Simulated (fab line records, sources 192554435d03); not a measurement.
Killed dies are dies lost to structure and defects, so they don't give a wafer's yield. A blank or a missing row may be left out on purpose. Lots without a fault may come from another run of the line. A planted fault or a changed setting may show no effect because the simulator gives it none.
Problem report in the 8D (eight disciplines) form, filled by code | flow n5_finfet | the parts of the form that need people (team, actions taken, sign-off) are left out
Where a reading is given only as a bound, like >300, the bound stands for it, and a mean or a difference that rests on one is marked > or <: the true number lies beyond.

1. THE PROBLEM
raw_defect_count at N5_SD_EPI_N_INSPECT_26 reads a mean of 774 on 6 wafers of 2 lots; wafers without a fault read 216 with a standard deviation of 39. That is +14 standard deviations from the usual mean.
The step: inspects for defects (darkfield).
First seen on wafer L547.1, day 5 08:26, on defect_inspect-02. The record holds 22 wafers of 8 lots with a number at this step. Rule for "out", or "out of limits": more than 4 standard deviations from the usual mean. The other wafers with a number count as sound.

2. WHAT IT IS AND WHAT IT IS NOT
question                    | is                                   | is not
which readings at this step | raw_defect_count                     | -
which lots                  | L547, L549                           | L539, L545, L552, L556, L560, L562
which wafers of those lots  | all that have a number               | -
read on which gauges        | defect_inspect-01, defect_inspect-02 | -
when                        | from day 5 08:26                     | up to then (5 sound wafers); but 11 sound wafers of L552, L556, L560, L562 came after

3. SUSPECTS, AND WHAT RULES EACH OUT
Counting: a tool at a process step up to the reading stays a suspect if it ran every lot that is out and no sound lot after the first of them.
- the gauge at N5_SD_EPI_N_INSPECT_26: ruled out. The wafers that are out were read on 2 gauges (defect_inspect-01, defect_inspect-02).
- rie_diel-05 at N5_SD_EPI_N_ETCHBACK_44 (etches SiNx in CH3F/O2, stops on SiO2, target depth 14.5 nm): ruled out as a lasting fault. Sound lots L556 ran on it after its first lot that is out, L547 (day 5 04:54).
- rie_diel-05 at N5_SD_EPI_N_ETCH_45 (etches SiOCN in CH3F/O2, target depth 6 nm): ruled out as a lasting fault. Sound lots L556 ran on it after its first lot that is out, L547 (day 5 05:00).
- epi_rpcvd-04 at N5_SD_EPI_N_PRECLEAN_48 (cleans in NF3:NH3, afs cycles 2, time 20 s, sublimation time 60 s): kept. It ran every lot that is out, first L547 (day 5 05:37), and no sound lot after that; its last sound lot up to then is L545 (day 4 14:29).
Left after counting: epi_rpcvd-04 at N5_SD_EPI_N_PRECLEAN_48.

4. THE CAUSE (what the simulator had put in)
Chamber particle source: epi_rpcvd-04, from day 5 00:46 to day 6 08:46, at N5_SD_EPI_N_PRECLEAN_48. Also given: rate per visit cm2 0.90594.
Counting left only this tool.

5. THE CHAIN OF EFFECTS, in route order
Each row: a reading whose mean over the struck wafers that have a number lies more than 3 standard deviations from the usual. Only readings for which the record gives a usual standard deviation are gone through. hours: the time from each lot's start at the first step in this table that gives one to its start at this step, as a median over the lots. sigmas: the change in usual standard deviations.
hours | step                    | reading              | usual  | on struck wafers | change | sigmas
0     | N5_SD_EPI_N_INSPECT_26  | raw_defect_count     | 216    | 774              | +558   | +14
0     | N5_SD_EPI_P_INSPECT_11  | raw_defect_count     | 2.0    | >300             | >+298  | +99 or more
5     | N5_SD_EPI_P_INSPECT_26  | raw_defect_count     | 182    | 723              | +541   | +15
243   | N5_PASSIVATION_PROBE_49 | defect_limited_yield | 91.6 % | 84.6             | -7.0   | -5.0
243   | N5_PASSIVATION_PROBE_49 | killed_at_front_end  | 36     | 115              | +79    | +6.6
243   | N5_PASSIVATION_PROBE_49 | killed_dies          | 99     | 182              | +83    | +5.2
243   | N5_PASSIVATION_PROBE_49 | killed_on_rim        | 13     | 29               | +16    | +3.8
243   | N5_PASSIVATION_PROBE_49 | sort_bin_5_function  | 4.9 %  | 9.2              | +4.3   | +4.7
243   | N5_PASSIVATION_PROBE_49 | sort_n_pass          | 1081   | 998              | -83    | -4.9
243   | N5_PASSIVATION_PROBE_49 | sort_yield_pct       | 91.6 % | 84.6             | -7.0   | -5.0
The process steps in it:
- N5_PASSIVATION_PROBE_49
Later measuring or inspecting steps at which every struck wafer that the step has a row for has a number for every such reading, and none has moved that far: N5_BEOL_M4_RC_MEAS_101.

6. WHAT WOULD HAVE CAUGHT IT SOONER
In this record the first reading out of limits at a measuring or inspecting step was taken at day 5 08:26, 8 hours after the fault began at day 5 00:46.
Of the tool readings at N5_SD_EPI_N_PRECLEAN_48 for which the record gives a usual standard deviation, none was out on any struck wafer, so an alarm limit of 4 standard deviations on them would not have fired.
Of the lots that are out (2), L549 began N5_SD_EPI_N_PRECLEAN_48 on epi_rpcvd-04 after day 5 08:26. A hold on the tool at that time would have spared it.
